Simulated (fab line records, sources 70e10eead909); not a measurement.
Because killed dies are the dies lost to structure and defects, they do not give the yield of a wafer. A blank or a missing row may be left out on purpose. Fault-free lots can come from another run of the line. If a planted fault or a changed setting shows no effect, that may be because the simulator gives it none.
Struck lot and sound lot, side by side ; flow nand harc ; 14 steps out of a route of 1159
Sound: these wafers, L341.4, L341.5, L341.6. The struck wafers were L338.2, L338.4, L338.6. The cause is named last.
Each step with rows lists, per side, the tool, then ch with its chambers, then its first start. Under that, the readings that differ: sound wafers ; struck wafers ; difference of the means ; sigmas: that difference in standard deviations of wafers without a fault.
alike: readings with means less than 2 such deviations apart, plus words and numbers identical on both sides. not compared: withheld readings, readings lacking a value on some wafer, bounds such as >300 that could conceal the same value, and numbers that have no deviation in the record and whose values overlap.
A row with sigmas, a row that says differs or no value, or rows on one side alone: a step with any of these is where the two part. Non-overlapping numbers with no deviation appear without sigmas and do not part them. A reading missing from all wafers of one side parts the sides only when that side holds two or more wafers.

first, 1 step without rows for these wafers: NHARC_P_STI_OXIDE_40 (material SiO2, target thk 10 nm, ox time 1362 s).
NHARC_P_STI_INSPECT_25:
  sound on defect inspect-02 at day 9 06:04; struck on defect inspect-01 at day 8 05:19
  alike: raw defect count
then, 10 steps without rows for these wafers: NHARC_P_GATE_ETCH_69 (etches SiO2 in dHF, target depth 14 nm); NHARC_P_GATE_PRECLEAN_70 (cleans in SC1); NHARC_P_GATE_SRD_01; NHARC_P_GATE_OXIDE_02 (material SiO2, target thk 37.5 nm, ox time 365 s); NHARC_P_GATE_DEHYDRATE_03 (time 120 s); NHARC_P_GATE_HMDS_04 (time 30 s); NHARC_P_GATE_COAT_05; NHARC_P_GATE_SOFTBAKE_06 (time 95 s); NHARC_P_GATE_EBR_07; NHARC_P_GATE_EXPOSE_08 (exposes mask P HV).
NHARC_P_GATE_PEB_09: peb time 85 s.
  struck on litho track-07, day 8 13:16; sound on litho track-02 ch 0, day 9 14:45
  no value came back on the struck wafers for chill plate temp C (C), exhaust pa (Pa); on the sound wafers chill plate temp C (C) reads 22.89 22.99 23.01
then, 1 step without rows for these wafers: NHARC_P_GATE_DEVELOP_10 (time 70 s).

== WHERE THEY PART ==
Only at NHARC_P_GATE_PEB_09, within this record.

WHY: what the simulator had put in
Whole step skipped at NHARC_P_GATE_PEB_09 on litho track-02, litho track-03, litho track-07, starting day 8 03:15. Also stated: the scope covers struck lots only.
